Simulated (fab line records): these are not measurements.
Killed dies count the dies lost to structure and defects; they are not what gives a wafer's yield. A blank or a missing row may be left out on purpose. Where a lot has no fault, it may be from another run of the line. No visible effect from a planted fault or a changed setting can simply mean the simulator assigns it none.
Matching of chambers	flow n5_finfet	rie_diel-01 running N5_BEOL_M4_STRIP_66: 4 sister chambers
The step strips in CF4. 4 wafers are shown with their chamber, then 10 later ones without.

## WAFERS WITH THEIR CHAMBER
wafer	chamber	showerhead_plenum_p_Torr (Torr)
L078.6	2	1.90
L084.4	1	1.74
L088.1	0	1.83
L088.2	3	1.87

## WAFERS WITHOUT THEIR CHAMBER
wafer	showerhead_plenum_p_Torr (Torr)
L088.3	1.74
L090.1	1.89
L090.2	1.83
L090.5	1.73
L092.1	1.83
L092.3	1.73
L092.6	1.83
L096.1	1.73
L096.3	1.83
L096.5	1.83

## THE CHAMBER EACH PASSED THROUGH
wafer	from the rows above	in truth
L088.3	1	1
L090.1	can't be placed: 2 or 3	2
L090.2	0	0
L090.5	1	1
L092.1	0	0
L092.3	1	1
L092.6	0	0
L096.1	1	1
L096.3	0	0
L096.5	0	0
9 of 10 placed correctly. Can't be placed from these rows: 1 (the true chamber is among the candidates in 1). Wrongly placed: 0.
How it was worked out, from the rows above alone: a wafer's distance from a chamber is the root of the sum, over the readings, of the square of ((its reading less the chamber's mean) divided by the reading's scatter). The wafer belongs to the nearest chamber; if the next one is less than 2 further off, it can't be placed. The mean given for a chamber averages the wafers shown for that chamber. The scatter: with one shown wafer a chamber, the root of the mean of the squares of how far each hidden wafer lies from its nearest shown one.
